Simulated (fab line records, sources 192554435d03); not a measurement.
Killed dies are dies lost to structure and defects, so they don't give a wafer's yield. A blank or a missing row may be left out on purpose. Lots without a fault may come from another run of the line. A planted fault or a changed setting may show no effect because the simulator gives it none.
Problem report in the 8D (eight disciplines) form, filled by code | flow n5_finfet | the parts of the form that need people (team, actions taken, sign-off) are left out

1. THE PROBLEM
susceptor_temp_C at N5_BEOL_M1_ILD_DEP_00 reads a mean of 352.19 C on 2 wafers of 2 lots; wafers without a fault read 349.97 C with a standard deviation of 0.21. That is +11 standard deviations from the usual mean.
The step: deposits SiOC from DEMS/O2, target thk 79 nm, time 15.3 s.
First seen on wafer L112.1, day 8 04:19, on pecvd-03. The record holds 30 wafers of 10 lots with a number at this step. Rule for "out", or "out of limits": more than 4 standard deviations from the usual mean. The other wafers with a number count as sound.

2. WHAT IT IS AND WHAT IT IS NOT
question                    | is               | is not
which readings at this step | susceptor_temp_C | heater_power_w, showerhead_plenum_p_Torr, throttle_valve_pct
which lots                  | L112, L115       | L105, L106, L107, L108, L109, L122, L126, L127
which wafers of those lots  | L112.1, L115.5   | L112.2, L112.5, L115.2, L115.4
read on which tools         | pecvd-03         | pecvd-01, pecvd-02
when                        | from day 8 04:19 | up to then (17 sound wafers); but 11 sound wafers of L115, L122, L126, L127 came after

3. SUSPECTS, AND WHAT RULES EACH OUT
Counting: a tool at a process step up to the reading stays a suspect if it ran every lot that is out. Sound lots after the first of them don't rule it out here, since some wafers of a struck lot are sound.
- ald_metal-02 at N5_BEOL_M0_ALD_136 (deposits TaN, pulse time 2 s, purge time 3 s, co reactant purge time 2 s): kept. It ran every lot that is out, first L112 (day 7 19:56); its last sound lot up to then is L107 (day 6 11:45).
- pecvd-03 at N5_BEOL_M1_ILD_DEP_00 (deposits SiOC from DEMS/O2, target thk 79 nm, time 15.3 s): kept. It ran every lot that is out, first L112 (day 8 04:19); its last sound lot up to then is L109 (day 7 05:24). Its own readings are out on those wafers: susceptor_temp_C.
- Within pecvd-03 at N5_BEOL_M1_ILD_DEP_00: the wafers that are out ran in chamber 0; their sound lot-mates ran in chambers 1, 2.
Left after counting: ald_metal-02 at N5_BEOL_M0_ALD_136, pecvd-03 at N5_BEOL_M1_ILD_DEP_00.

4. THE CAUSE (what the simulator had put in)
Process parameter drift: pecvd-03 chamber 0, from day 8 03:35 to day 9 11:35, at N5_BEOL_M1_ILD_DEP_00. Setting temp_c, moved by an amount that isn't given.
Counting left 2 suspects, and this tool is among them.

5. THE CHAIN OF EFFECTS, in route order
Each row: a reading whose mean over the struck wafers that have a number lies more than 3 standard deviations from the usual. Only readings for which the record gives a usual standard deviation are gone through. hours: the time from each lot's start at the first step in this table that gives one to its start at this step, as a median over the lots. sigmas: the change in usual standard deviations.
hours | step                  | reading          | usual    | on struck wafers | change | sigmas
0     | N5_BEOL_M1_ILD_DEP_00 | susceptor_temp_C | 349.97 C | 352.19           | +2.22  | +11
The process steps in it:
- N5_BEOL_M1_ILD_DEP_00: deposits SiOC from DEMS/O2, target thk 79 nm, time 15.3 s.
Later measuring or inspecting steps at which every struck wafer that the step has a row for has a number for every such reading, and none has moved that far: N5_BEOL_M4_RC_MEAS_101.

6. WHAT WOULD HAVE CAUGHT IT SOONER
In this record the first reading out of limits was taken at day 8 04:19, 1 hour after the fault began at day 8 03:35.
